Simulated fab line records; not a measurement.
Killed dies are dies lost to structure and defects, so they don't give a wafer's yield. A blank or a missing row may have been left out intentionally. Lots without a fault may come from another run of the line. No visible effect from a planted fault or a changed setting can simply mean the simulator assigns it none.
fab line records	flow n5_finfet
[record] lots = 24	wafers = 72	last_day = 17
route steps=1938 shown BEOL_M5@1128 BEOL_M6@1207
lots that met no fault: taken from a fault-free run of the same line
start_h: start of the lot's first displayed wafer, in hours after the record's first day	wait_h: time in hours since the lot's previous step	" repeats the value in the row above	L1.1+2: a row that stands for several wafers	- no value present, or no start provided	* or withheld: withheld	< > ~ a bound
route shown NAME@n: NAME is a module with steps in the file, n the number in the route of the first one	usual: mean/standard deviation taken from wafers without a fault	same: alike in all rows	chamber/n: place in a boat	sites: each site's reading	_std_site: the values' standard deviation	_edge_site: mean of outer sites minus mean of inner sites	radius_mm: how far each site lies from the wafer's centre	mask NAME#n: copy n	behind: the last tool/chamber to shape the wafer	hold: what put the lot on hold/how long, in hours/how the hold closed	device: whichever transistor did not switch (one of n, p or np)	end of line: the route-end tests of the same wafers	for a step that has no rows: nothing shown but its recipe	killed: the dies lost at the first sort to structure and to defects; this is not the yield of the wafer	map: a wafer's dies, marking killed ones x, the rest . and places with no die _
set.NAME: the setting as run; set.NAME@STEP: as run at that earlier step	model.NAME: the simulator's own value behind a step, which no gauge read
steps of the route over a sample of lots; a table a step, a row a wafer
services: when a tool's chamber went out of use (start_h, in hours from the record's first day, below 0 if earlier), for how many hours, and the reason
[[steps]]
[step N5_BEOL_M5_INSPECT_13]
[recipe] mode = adi	inspect_instrument = brightfield
[usual] raw_defect_count = 471/110
lot.wafer	tool	chamber	start_h	wait_h	raw_defect_count
L074.3	defect_inspect-02	-	165.10	0.0	479
L074.4	"	-	"	"	502
L074.5	"	-	"	"	455
L075.1	defect_inspect-01	-	170.80	0.1	499
L075.2	"	-	"	"	536
L075.3	"	-	"	"	511
L076.2	defect_inspect-02	-	185.55	0.0	550
L076.3	"	-	"	"	610
L076.6	"	-	"	"	599
L077.1	defect_inspect-02	-	186.66	0.1	594
L077.3	"	-	"	"	515
L077.6	"	-	"	"	508
L078.1	defect_inspect-01	-	188.07	0.1	455
L078.5	"	-	"	"	503
L078.6	"	-	"	"	463
L079.3	defect_inspect-01	-	189.76	0.0	471
L079.4	"	-	"	"	507
L079.5	"	-	"	"	550
L080.2	defect_inspect-02	-	194.25	0.0	356
L080.4	"	-	"	"	319
L080.6	"	-	"	"	432
L081.2	defect_inspect-01	-	209.76	0.0	328
L081.3	"	-	"	"	389
L081.4	"	-	"	"	331
L082.2	defect_inspect-01	-	219.51	0.0	311
L082.3	"	-	"	"	627
L082.6	"	-	"	"	318
L083.1	defect_inspect-02	-	225.28	0.1	505
L083.4	"	-	"	"	416
L083.5	"	-	"	"	400
L084.1	defect_inspect-02	-	228.44	0.1	504
L084.3	"	-	"	"	654
L084.6	"	-	"	"	494
L085.2	defect_inspect-01	-	228.54	0.0	622
L085.3	"	-	"	"	485
L085.6	"	-	"	"	443
L086.1	defect_inspect-01	-	245.93	0.1	398
L086.3	"	-	"	"	290
L086.4	"	-	"	"	316
L088.1	defect_inspect-01	-	246.13	0.1	531
L088.4	"	-	"	"	500
L088.5	"	-	"	"	409
L087.1	defect_inspect-01	-	249.89	0.1	582
L087.2	"	-	"	"	629
L087.3	"	-	"	"	671
L089.2	defect_inspect-02	-	262.83	0.0	633
L089.5	"	-	"	"	514
L089.6	"	-	"	"	521
L090.2	defect_inspect-01	-	270.29	0.0	460
L090.3	"	-	"	"	456
L090.5	"	-	"	"	557
L091.1	defect_inspect-02	-	271.34	0.1	413
L091.3	"	-	"	"	514
L091.5	"	-	"	"	246
L092.2	defect_inspect-01	-	277.06	0.0	347
L092.4	"	-	"	"	339
L092.5	"	-	"	"	330
L093.3	defect_inspect-02	-	283.54	0.0	403
L093.5	"	-	"	"	375
L093.6	"	-	"	"	435
L094.2	defect_inspect-01	-	287.24	0.0	412
L094.4	"	-	"	"	673
L094.6	"	-	"	"	469
L095.1	defect_inspect-02	-	294.62	0.1	506
L095.2	"	-	"	"	408
L095.4	"	-	"	"	526
L096.1	defect_inspect-02	-	303.18	0.1	706
L096.5	"	-	"	"	604
L096.6	"	-	"	"	565
L097.2	defect_inspect-01	-	303.49	0.0	541
L097.5	"	-	"	"	477
L097.6	"	-	"	"	590
[step N5_BEOL_M5_DESCUM_33]
[recipe] chemistry = O2	time_s = 7	source_power_w = 50	bias_power_w = 20	pressure_mtorr = 20	rf_frequency_hz = 2.712e+07	temp_c = 40	resist = CAR-EUV	o2_flow_sccm = 225
[usual] chamber_pressure_mTorr = 20.000/0.018	drypump_motor_current_A = 5.6/0.37	oes_product_au = 0.83/0.078	rf_vpp_V = 243.7/1.1	showerhead_plenum_p_Torr = 2.12/0.045	throttle_valve_pct = 20.24/0.28
lot.wafer	tool	chamber	start_h	wait_h	chamber_pressure_mTorr	drypump_motor_current_A	oes_product_au	rf_hours_counter_h	rf_vpp_V	showerhead_plenum_p_Torr	throttle_valve_pct
L074.3	rie_diel-01	1	167.42	0.3	20.018	5.7	0.87	57	244.4	2.22	20.48
L074.4	"	3	"	"	19.992	6.2	0.96	1	242.3	2.06	20.04
L074.5	"	3	"	"	19.996	6.2	0.96	-	241.2	2.06	20.04
L075.1	rie_diel-01	2	172.05	0.1	20.009	5.8	0.90	38	242.1	2.08	20.77
L075.2	"	0	"	"	19.990	5.6	0.68	238	242.4	2.05	20.49
L075.3	"	1	"	"	20.012	5.7	0.85	58	246.0	2.22	20.47
L076.2	rie_diel-01	2	187.01	0.2	19.980	5.8	0.89	42	241.6	2.08	20.77
L076.3	"	0	"	"	20.002	5.6	0.68	242	243.9	2.05	20.47
L076.6	"	3	"	"	19.987	6.2	0.93	-	244.2	2.06	20.04
L077.1	rie_diel-04	3	187.70	0.0	19.980	6.1	0.83	115	244.1	2.13	20.15
L077.3	"	0	"	"	20.039	5.4	0.75	172	245.1	2.15	20.30
L077.6	"	3	"	"	19.995	6.1	0.82	-	243.0	2.13	20.13
L078.1	rie_diel-05	3	189.61	0.0	20.029	5.8	0.91	6	244.5	2.13	19.68
L078.5	"	3	"	"	20.038	5.8	0.90	-	243.7	2.13	19.69
L078.6	"	0	"	"	19.997	5.0	0.70	-	243.8	2.16	20.37
L079.3	rie_diel-05	0	192.77	0.0	20.014	5.0	0.71	217	243.9	2.16	20.37
L079.4	"	1	"	"	20.003	5.6	0.88	47	242.4	2.13	20.26
L079.5	"	2	"	"	20.007	5.7	0.92	-	243.8	2.12	20.02
L080.2	rie_diel-05	0	196.62	0.3	19.996	5.0	0.69	218	243.4	2.16	20.35
L080.4	"	1	"	"	19.986	5.6	0.87	48	244.2	2.13	20.23
L080.6	"	2	"	"	20.011	5.7	0.91	-	245.0	2.12	20.03
L081.2	rie_diel-05	1	214.57	1.6	19.964	5.6	0.86	55	243.4	2.13	20.27
L081.3	"	3	"	"	19.993	5.8	0.88	14	244.0	2.13	19.71
L081.4	"	2	"	"	19.966	5.7	0.90	35	243.4	2.12	20.05
L082.2	rie_diel-05	2	220.53	0.0	20.028	5.7	0.90	37	244.5	2.12	20.04
L082.3	"	3	"	"	20.014	5.8	0.88	17	244.2	2.12	19.69
L082.6	"	1	"	"	20.035	5.6	0.86	-	242.8	2.13	20.25
L083.1	rie_diel-04	2	227.59	0.2	19.995	6.0	0.95	15	242.4	2.14	20.51
L083.4	"	1	"	"	19.984	5.0	0.73	183	245.9	2.15	20.10
L083.5	"	0	"	"	19.976	5.4	0.74	-	245.2	2.14	20.32
L084.1	rie_diel-04	2	230.21	0.0	19.984	6.0	0.94	15	243.9	2.14	20.51
L084.3	"	3	"	"	20.008	6.1	0.81	127	242.5	2.12	20.14
L084.6	"	3	"	"	20.012	6.1	0.81	-	243.6	2.12	20.13
L085.2	rie_diel-05	1	230.39	0.0	19.975	5.6	0.85	60	244.4	2.13	20.26
L085.3	"	0	"	"	19.989	5.0	0.69	230	243.0	2.16	20.39
L085.6	"	3	"	"	20.036	5.8	0.87	-	242.7	2.12	19.71
L086.1	rie_diel-04	3	247.08	0.0	19.979	6.1	0.80	132	242.5	2.12	20.15
L086.3	"	0	"	"	20.015	5.4	0.73	195	244.8	2.14	20.34
L086.4	"	2	"	"	20.005	6.0	0.93	20	244.3	2.14	20.51
L088.1	rie_diel-04	3	247.58	0.1	20.010	6.1	0.80	132	243.5	2.12	20.16
L088.4	"	2	"	"	19.999	6.0	0.92	21	244.8	2.14	20.52
L088.5	"	1	"	"	20.010	5.0	0.72	-	243.9	2.15	20.09
L087.1	rie_diel-05	0	253.28	0.0	19.997	5.0	0.69	237	244.6	2.16	20.40
L087.2	"	1	"	"	20.009	5.6	0.84	67	243.6	2.12	20.26
L087.3	"	3	"	"	19.984	5.8	0.86	27	245.4	2.12	19.72
L089.2	rie_diel-01	2	263.85	0.0	19.986	5.8	0.85	59	242.5	2.07	20.81
L089.5	"	0	"	"	19.997	5.6	0.94	-	243.2	2.05	20.09
L089.6	"	1	"	"	20.007	5.7	0.83	-	245.1	2.21	20.50
L090.2	rie_diel-04	2	273.75	1.6	20.001	5.9	0.91	29	245.6	2.14	20.55
L090.3	"	0	"	"	19.984	5.4	0.73	204	244.1	2.14	20.32
L090.5	"	2	"	"	20.014	6.0	0.92	-	243.7	2.14	20.51
L091.1	rie_diel-01	1	275.60	1.0	19.982	5.7	0.82	88	243.3	2.21	20.51
L091.3	"	0	"	"	20.005	5.7	0.92	9	242.8	2.05	20.10
L091.5	"	3	"	"	19.995	6.2	0.87	-	241.6	2.05	20.08
L092.2	rie_diel-01	1	279.63	0.6	20.035	5.8	0.81	90	245.3	2.21	20.51
L092.4	"	3	"	"	20.027	6.2	0.86	-	241.1	2.05	20.09
L092.5	"	0	"	"	19.999	5.6	0.92	-	242.2	2.05	20.09
L093.3	rie_diel-05	2	286.23	0.1	20.016	5.6	0.86	52	243.5	2.11	20.07
L093.5	"	3	"	"	19.981	5.8	0.85	-	245.0	2.12	19.73
L093.6	"	2	"	"	19.992	5.7	0.87	-	243.8	2.11	20.07
L094.2	rie_diel-01	3	290.00	0.0	20.002	6.2	0.86	36	242.9	2.05	20.09
L094.4	"	1	"	"	20.012	5.7	0.82	93	244.9	2.21	20.50
L094.6	"	2	"	"	19.987	5.8	0.85	-	242.6	2.07	20.83
L095.1	rie_diel-01	2	297.78	0.0	20.028	5.8	0.85	71	243.1	2.07	20.82
L095.2	"	0	"	"	19.975	5.6	0.90	16	245.1	2.04	20.11
L095.4	"	2	"	"	19.980	5.8	0.84	-	242.6	2.07	20.83
L096.1	rie_diel-04	2	304.37	0.0	20.007	6.0	0.89	40	243.3	2.13	20.54
L096.5	"	2	"	"	19.986	6.0	0.90	-	243.1	2.13	20.54
L096.6	"	1	"	"	20.000	4.9	0.73	-	243.9	2.14	20.10
L097.2	rie_diel-05	3	306.80	0.0	20.004	5.8	0.83	36	244.9	2.12	19.74
L097.5	"	3	"	"	20.001	5.8	0.83	-	243.4	2.12	19.74
L097.6	"	2	"	"	20.043	5.6	0.86	-	245.7	2.11	20.07
[step N5_BEOL_M5_OCD_MEAS_38]
[usual] trench_depth_nm = 71.3/1.7
lot.wafer	tool	chamber	start_h	wait_h	trench_depth_nm
L074.3	ocd-01	-	167.84	-	69.6
L074.4	"	-	"	"	71.3
L074.5	"	-	"	"	71.6
L075.1	ocd-02	-	172.47	-	74.0
L075.2	"	-	"	"	71.1
L075.3	"	-	"	"	70.7
L076.2	ocd-01	-	187.43	-	73.2
L076.3	"	-	"	"	70.6
L076.6	"	-	"	"	71.2
L077.1	ocd-01	-	188.12	-	74.7
L077.3	"	-	"	"	71.5
L077.6	"	-	"	"	74.2
L078.1	ocd-02	-	190.03	-	68.1
L078.5	"	-	"	"	67.7
L078.6	"	-	"	"	73.3
L079.3	ocd-02	-	193.19	-	72.6
L079.4	"	-	"	"	69.9
L079.5	"	-	"	"	71.0
L080.2	ocd-02	-	197.04	-	72.8
L080.4	"	-	"	"	70.6
L080.6	"	-	"	"	71.4
L081.2	ocd-02	-	214.99	-	69.9
L081.3	"	-	"	"	67.0
L081.4	"	-	"	"	70.2
L082.2	ocd-02	-	220.95	-	71.4
L082.3	"	-	"	"	68.0
L082.6	"	-	"	"	70.6
L083.1	ocd-01	-	228.00	-	71.6
L083.4	"	-	"	"	72.0
L083.5	"	-	"	"	70.2
L084.1	ocd-01	-	230.63	-	74.1
L084.3	"	-	"	"	73.4
L084.6	"	-	"	"	74.4
L085.2	ocd-02	-	230.81	-	69.7
L085.3	"	-	"	"	71.7
L085.6	"	-	"	"	67.9
L086.1	ocd-01	-	247.50	-	73.6
L086.3	"	-	"	"	70.8
L086.4	"	-	"	"	73.2
L088.1	ocd-01	-	248.00	-	74.1
L088.4	"	-	"	"	73.0
L088.5	"	-	"	"	72.8
L087.1	ocd-02	-	253.70	-	72.4
L087.2	"	-	"	"	71.0
L087.3	"	-	"	"	68.8
L089.2	ocd-02	-	264.27	-	71.2
L089.5	"	-	"	"	70.5
L089.6	"	-	"	"	69.4
L090.2	ocd-02	-	274.17	-	72.9
L090.3	"	-	"	"	70.2
L090.5	"	-	"	"	73.3
L091.1	ocd-02	-	276.02	-	69.7
L091.3	"	-	"	"	71.3
L091.5	"	-	"	"	71.3
L092.2	ocd-02	-	280.05	-	70.1
L092.4	"	-	"	"	71.9
L092.5	"	-	"	"	72.0
L093.3	ocd-01	-	286.65	-	70.6
L093.5	"	-	"	"	68.0
L093.6	"	-	"	"	72.1
L094.2	ocd-01	-	290.42	-	72.2
L094.4	"	-	"	"	70.3
L094.6	"	-	"	"	72.5
L095.1	ocd-02	-	298.20	-	72.3
L095.2	"	-	"	"	71.2
L095.4	"	-	"	"	72.8
L096.1	ocd-02	-	304.79	-	72.2
L096.5	"	-	"	"	72.5
L096.6	"	-	"	"	72.6
L097.2	ocd-02	-	307.23	-	67.4
L097.5	"	-	"	"	67.3
L097.6	"	-	"	"	70.4
[step N5_BEOL_M5_SPUTTER_81]
[recipe] material = Cu	target_thk_a = 150	temp_c = -20	chamber_pressure_pa = 0.07	power_w = withheld	time_s = 27.62
[usual] throttle_valve_pct = 29.8/0.73
lot.wafer	tool	chamber	start_h	wait_h	throttle_valve_pct
L074.3	pvd_sputter-03	-	170.70	0.5	31.2
L074.4	"	-	"	"	30.6
L074.5	"	-	"	"	31.1
L075.1	pvd_sputter-03	-	176.03	0.5	29.6
L075.2	"	-	"	"	30.2
L075.3	"	-	"	"	30.3
L076.2	pvd_sputter-02	-	189.60	0.5	30.1
L076.3	"	-	"	"	28.6
L076.6	"	-	"	"	29.6
L077.1	pvd_sputter-03	-	190.35	0.5	29.5
L077.3	"	-	"	"	30.4
L077.6	"	-	"	"	29.3
L078.1	pvd_sputter-01	-	192.67	0.5	29.4
L078.5	"	-	"	"	29.5
L078.6	"	-	"	"	29.4
L079.3	pvd_sputter-03	-	195.92	0.5	30.5
L079.4	"	-	"	"	30.3
L079.5	"	-	"	"	31.2
L080.2	pvd_sputter-02	-	199.75	0.5	29.7
L080.4	"	-	"	"	30.2
L080.6	"	-	"	"	29.8
L081.2	pvd_sputter-01	-	217.90	0.5	29.8
L081.3	"	-	"	"	29.5
L081.4	"	-	"	"	28.9
L082.2	pvd_sputter-03	-	225.02	0.5	30.2
L082.3	"	-	"	"	30.3
L082.6	"	-	"	"	30.8
L083.1	pvd_sputter-03	-	230.42	0.5	29.5
L083.4	"	-	"	"	31.0
L083.5	"	-	"	"	29.4
L084.1	pvd_sputter-02	-	233.07	0.5	29.4
L084.3	"	-	"	"	30.7
L084.6	"	-	"	"	29.5
L085.2	pvd_sputter-01	-	233.74	0.5	29.8
L085.3	"	-	"	"	28.9
L085.6	"	-	"	"	28.9
L086.1	pvd_sputter-01	-	250.31	0.6	29.6
L086.3	"	-	"	"	29.8
L086.4	"	-	"	"	29.1
L088.1	pvd_sputter-02	-	250.71	0.5	30.2
L088.4	"	-	"	"	28.7
L088.5	"	-	"	"	29.8
L087.1	pvd_sputter-02	-	256.70	0.5	29.6
L087.2	"	-	"	"	28.4
L087.3	"	-	"	"	29.9
L089.2	pvd_sputter-01	-	266.63	0.5	29.7
L089.5	"	-	"	"	29.8
L089.6	"	-	"	"	29.7
L090.2	pvd_sputter-03	-	276.78	0.5	31.0
L090.3	"	-	"	"	30.4
L090.5	"	-	"	"	31.4
L091.1	pvd_sputter-01	-	280.22	0.5	28.9
L091.3	"	-	"	"	29.0
L091.5	"	-	"	"	29.6
L092.2	pvd_sputter-03	-	284.62	0.6	30.0
L092.4	"	-	"	"	30.4
L092.5	"	-	"	"	30.8
L093.3	pvd_sputter-03	-	289.60	0.6	29.4
L093.5	"	-	"	"	31.2
L093.6	"	-	"	"	30.2
L094.2	pvd_sputter-01	-	293.03	0.5	28.8
L094.4	"	-	"	"	29.1
L094.6	"	-	"	"	29.0
L095.1	pvd_sputter-02	-	301.20	0.5	28.7
L095.2	"	-	"	"	29.5
L095.4	"	-	"	"	30.4
L096.1	pvd_sputter-03	-	308.64	0.6	30.8
L096.5	"	-	"	"	29.6
L096.6	"	-	"	"	31.3
L097.2	pvd_sputter-01	-	309.90	0.5	29.5
L097.5	"	-	"	"	28.9
L097.6	"	-	"	"	28.9
[step N5_BEOL_M6_CD_MEAS_11]
[recipe] target_cd_nm = 38.5	landing_energy_ev = 500	detector = se_inlens	polarity = opening
[usual] cd_nm = 38.5/0.65
lot.wafer	tool	chamber	start_h	wait_h	cd_nm
L074.3	cd_sem-01	0	176.81	-	39.1
L074.4	"	0	"	"	38.2
L074.5	"	0	"	"	38.1
L075.1	cd_sem-01	0	184.90	-	38.7
L075.2	"	0	"	"	39.0
L075.3	"	0	"	"	39.2
L076.2	cd_sem-02	0	196.51	-	38.9
L076.3	"	0	"	"	38.8
L076.6	"	0	"	"	37.7
L077.1	cd_sem-01	0	197.20	-	38.1
L077.3	"	0	"	"	37.8
L077.6	"	0	"	"	38.3
L078.1	cd_sem-01	0	199.73	-	39.8
L078.5	"	0	"	"	39.5
L078.6	"	0	"	"	38.9
L079.3	cd_sem-03	0	201.95	-	37.8
L079.4	"	0	"	"	39.3
L079.5	"	0	"	"	38.1
L080.2	cd_sem-01	0	206.49	-	37.3
L080.4	"	0	"	"	38.0
L080.6	"	0	"	"	37.1
L081.2	cd_sem-03	0	224.90	-	38.9
L081.3	"	0	"	"	38.8
L081.4	"	0	"	"	37.8
L082.2	cd_sem-01	0	231.60	-	38.9
L082.3	"	0	"	"	38.6
L082.6	"	0	"	"	38.0
L084.1	cd_sem-03	0	238.94	-	38.4
L084.3	"	0	"	"	39.7
L084.6	"	0	"	"	39.8
L085.2	cd_sem-02	0	242.35	-	38.6
L085.3	"	0	"	"	38.2
L085.6	"	0	"	"	37.6
L083.1	cd_sem-02	0	245.50	-	37.9
L083.4	"	0	"	"	38.4
L083.5	"	0	"	"	39.3
L088.1	cd_sem-02	0	258.11	-	38.3
L088.4	"	0	"	"	39.1
L088.5	"	0	"	"	38.6
L086.1	cd_sem-02	0	258.50	-	39.1
L086.3	"	0	"	"	38.9
L086.4	"	0	"	"	37.8
L087.1	cd_sem-02	0	262.77	-	38.6
L087.2	"	0	"	"	38.7
L087.3	"	0	"	"	38.4
L089.2	cd_sem-03	0	273.41	-	37.9
L089.5	"	0	"	"	38.2
L089.6	"	0	"	"	39.3
L090.2	cd_sem-03	0	283.44	-	38.6
L090.3	"	0	"	"	39.5
L090.5	"	0	"	"	39.5
L091.1	cd_sem-03	0	287.36	-	37.3
L091.3	"	0	"	"	38.2
L091.5	"	0	"	"	38.7
L092.2	cd_sem-02	0	291.07	-	38.4
L092.4	"	0	"	"	38.2
L092.5	"	0	"	"	38.1
L093.3	cd_sem-01	0	298.71	-	39.2
L093.5	"	0	"	"	38.5
L093.6	"	0	"	"	39.1
L094.2	cd_sem-01	0	299.47	-	38.9
L094.4	"	0	"	"	38.7
L094.6	"	0	"	"	38.3
L095.1	cd_sem-03	0	307.94	-	38.8
L095.2	"	0	"	"	38.9
L095.4	"	0	"	"	39.3
L096.1	cd_sem-01	0	315.71	-	37.7
L096.5	"	0	"	"	37.6
L096.6	"	0	"	"	38.6
L097.2	cd_sem-02	0	316.23	-	36.9
L097.5	"	0	"	"	38.2
L097.6	"	0	"	"	38.1
[step N5_BEOL_M6_DESCUM_16]
[recipe] chemistry = O2	time_s = 7.9	source_power_w = 50	bias_power_w = 20	pressure_mtorr = 20	rf_frequency_hz = 2.712e+07	temp_c = 40	resist = CAR-ArF	o2_flow_sccm = 225
[usual] chamber_pressure_mTorr = 20.001/0.018	drypump_motor_current_A = 5.61/0.26	oes_product_au = 0.79/0.081	rf_vpp_V = 242.7/1.2	showerhead_plenum_p_Torr = 2.05/0.054	throttle_valve_pct = 20.42/0.23
lot.wafer	tool	chamber	start_h	wait_h	chamber_pressure_mTorr	drypump_motor_current_A	oes_product_au	rf_hours_counter_h	rf_vpp_V	showerhead_plenum_p_Torr	throttle_valve_pct
L074.3	rie_diel-02	3	177.71	0.8	19.972	5.76	0.95	10	242.0	2.06	20.37
L074.4	"	0	"	"	19.988	5.71	0.72	212	241.1	1.96	20.46
L074.5	"	3	"	"	19.986	5.73	0.95	-	241.8	2.06	20.37
L075.1	rie_diel-02	2	185.83	0.9	19.987	5.72	0.71	218	243.7	2.05	20.56
L075.2	"	3	"	"	20.022	5.75	0.94	14	240.9	2.06	20.37
L075.3	"	0	"	"	20.021	5.71	0.71	217	242.1	1.96	20.48
L076.2	rie_diel-03	2	196.64	0.1	19.973	5.70	0.89	52	242.8	2.12	20.19
L076.3	"	3	"	"	20.022	5.94	0.74	172	243.7	2.04	20.10
L076.6	"	2	"	"	20.037	5.70	0.90	-	244.0	2.12	20.16
L077.1	rie_diel-03	2	197.32	0.1	20.021	5.73	0.89	52	244.1	2.11	20.18
L077.3	"	3	"	"	20.007	5.87	0.73	172	243.5	2.04	20.09
L077.6	"	1	"	"	19.993	5.23	0.80	-	242.0	2.04	20.51
L078.1	rie_diel-03	1	199.82	0.0	19.997	5.21	0.79	122	241.2	2.04	20.50
L078.5	"	3	"	"	20.007	5.91	0.74	-	243.1	2.04	20.11
L078.6	"	2	"	"	19.999	5.72	0.89	-	244.5	2.11	20.18
L079.3	rie_diel-03	0	202.38	0.4	19.970	5.10	0.68	248	244.9	2.15	20.36
L079.4	"	2	"	"	19.974	5.71	0.89	55	243.7	2.11	20.19
L079.5	"	1	"	"	19.994	5.20	0.79	-	242.0	2.04	20.51
L080.2	rie_diel-02	2	206.58	0.0	19.994	5.68	0.69	225	240.7	2.05	20.58
L080.4	"	2	"	"	20.004	5.68	0.70	-	243.2	2.05	20.58
L080.6	"	0	"	"	19.987	5.69	0.70	-	241.5	1.95	20.50
L081.2	rie_diel-03	1	225.43	0.5	20.008	5.22	0.77	133	241.2	2.04	20.53
L081.3	"	3	"	"	20.009	5.89	0.72	184	243.0	2.04	20.10
L081.4	"	3	"	"	20.002	5.90	0.72	-	243.2	2.04	20.13
L082.2	rie_diel-02	1	232.38	0.7	19.986	5.18	0.74	149	241.9	2.00	20.92
L082.3	"	2	"	"	20.006	5.72	0.69	235	242.1	2.04	20.58
L082.6	"	2	"	"	19.999	5.71	0.69	-	243.5	2.04	20.59
L084.1	rie_diel-02	1	239.03	0.0	20.000	5.20	0.75	151	241.4	2.00	20.95
L084.3	"	3	"	"	20.005	5.75	0.89	32	242.3	2.05	20.39
L084.6	"	1	"	"	20.031	5.24	0.73	-	242.7	2.00	20.94
L085.2	rie_diel-02	0	242.44	0.0	19.990	5.69	0.69	235	241.2	1.95	20.50
L085.3	"	1	"	"	20.019	5.21	0.74	152	242.3	2.00	20.93
L085.6	"	3	"	"	20.009	5.74	0.90	-	241.9	2.05	20.40
L083.1	rie_diel-06	1	245.73	0.2	19.989	5.41	0.84	57	244.5	2.12	20.35
L083.4	"	3	"	"	20.035	5.95	0.67	237	240.5	1.98	20.68
L083.5	"	0	"	"	20.002	6.02	0.84	-	241.0	2.03	20.20
L088.1	rie_diel-06	0	258.25	0.1	20.029	6.05	0.84	61	241.1	2.03	20.20
L088.4	"	1	"	"	20.030	5.41	0.85	60	243.1	2.12	20.35
L088.5	"	2	"	"	20.014	5.55	0.82	-	243.0	2.10	20.36
L086.1	rie_diel-02	1	258.95	0.4	20.006	5.23	0.73	158	243.3	2.00	20.96
L086.3	"	3	"	"	20.018	5.74	0.88	39	243.6	2.05	20.40
L086.4	"	2	"	"	20.029	5.71	0.68	244	243.3	2.04	20.62
L087.1	rie_diel-06	2	263.13	0.3	20.041	5.55	0.82	98	244.0	2.10	20.36
L087.2	"	1	"	"	19.988	5.41	0.85	62	242.6	2.12	20.37
L087.3	"	3	"	"	19.979	5.93	0.68	242	241.7	1.98	20.69
L089.2	rie_diel-06	1	273.96	0.5	19.996	5.41	0.85	66	244.0	2.12	20.38
L089.5	"	1	"	"	20.009	5.42	0.84	-	245.0	2.12	20.38
L089.6	"	2	"	"	19.999	5.54	0.82	-	243.6	2.10	20.37
L090.2	rie_diel-02	1	283.56	0.1	20.015	5.21	0.72	168	242.6	2.00	20.95
L090.3	"	3	"	"	19.998	5.75	0.87	50	241.4	2.04	20.41
L090.5	"	3	"	"	19.997	5.75	0.86	-	241.7	2.04	20.42
L091.1	rie_diel-06	2	287.45	0.0	19.975	5.54	0.83	106	245.1	2.10	20.38
L091.3	"	1	"	"	19.981	5.43	0.84	71	243.3	2.12	20.37
L091.5	"	2	"	"	19.985	5.56	0.82	-	243.7	2.10	20.36
L092.2	rie_diel-03	2	291.16	0.0	20.003	5.72	0.85	85	244.0	2.10	20.22
L092.4	"	3	"	"	20.023	5.92	0.71	209	243.1	2.03	20.15
L092.5	"	2	"	"	19.992	5.71	0.85	-	244.9	2.10	20.23
L093.3	rie_diel-06	0	298.79	0.0	19.986	5.98	0.81	77	242.4	2.02	20.23
L093.5	"	0	"	"	20.010	5.98	0.81	-	240.6	2.02	20.23
L093.6	"	2	"	"	20.011	5.52	0.81	-	242.5	2.10	20.36
L094.2	rie_diel-03	3	299.56	0.0	19.990	5.88	0.72	211	241.5	2.03	20.14
L094.4	"	2	"	"	20.003	5.71	0.85	88	243.9	2.10	20.25
L094.6	"	3	"	"	19.988	5.87	0.71	-	243.1	2.03	20.15
L095.1	rie_diel-02	2	308.03	0.0	19.998	5.69	0.94	6	243.0	2.04	20.16
L095.2	"	3	"	"	20.010	5.74	0.85	61	242.8	2.04	20.42
L095.4	"	1	"	"	19.987	5.26	0.71	-	240.8	2.00	20.98
L096.1	rie_diel-02	1	315.80	0.0	20.000	5.21	0.72	179	241.2	1.99	20.97
L096.5	"	3	"	"	19.982	5.75	0.84	-	241.6	2.04	20.43
L096.6	"	1	"	"	20.037	5.19	0.71	-	240.8	1.99	20.96
L097.2	rie_diel-06	2	316.35	0.1	20.002	5.56	0.80	120	243.3	2.09	20.40
L097.5	"	1	"	"	20.004	5.41	0.81	-	244.7	2.12	20.40
L097.6	"	0	"	"	20.005	6.10	0.80	-	243.1	2.02	20.23
[[services]]
tool	chamber	start_h	hours	kind
rie_diel-05	3	154.00	3.5	repair
rie_diel-04	-	156.29	1.1	repair
rie_diel-04	1	173.36	6.0	repair
rie_diel-06	-	174.34	14.6	pm
rie_diel-02	-	198.01	0.6	repair
rie_diel-05	-	200.69	1.2	repair
rie_diel-02	1	204.08	6.8	repair
rie_diel-04	3	204.29	12.3	repair
rie_diel-01	-	205.20	14.6	pm
rie_diel-02	-	223.96	2.3	repair
rie_diel-03	2	228.06	8.4	repair
rie_diel-05	0	231.27	1.3	repair
rie_diel-06	2	235.93	8.0	repair
rie_diel-01	2	241.99	4.6	repair
rie_diel-02	0	246.25	4.4	repair
rie_diel-06	3	253.06	2.6	repair
rie_diel-02	2	277.61	-	clean
rie_diel-02	2	277.61	-	consumable_replace:focus_ring
rie_diel-02	2	277.61	20.2	scheduled_down
rie_diel-02	2	277.61	20.2	vent_cycle
rie_diel-01	2	279.08	5.3	repair
rie_diel-02	0	300.60	-	clean
rie_diel-05	0	301.90	5.6	repair
rie_diel-03	-	308.90	0.2	repair
[[key]]
fault none
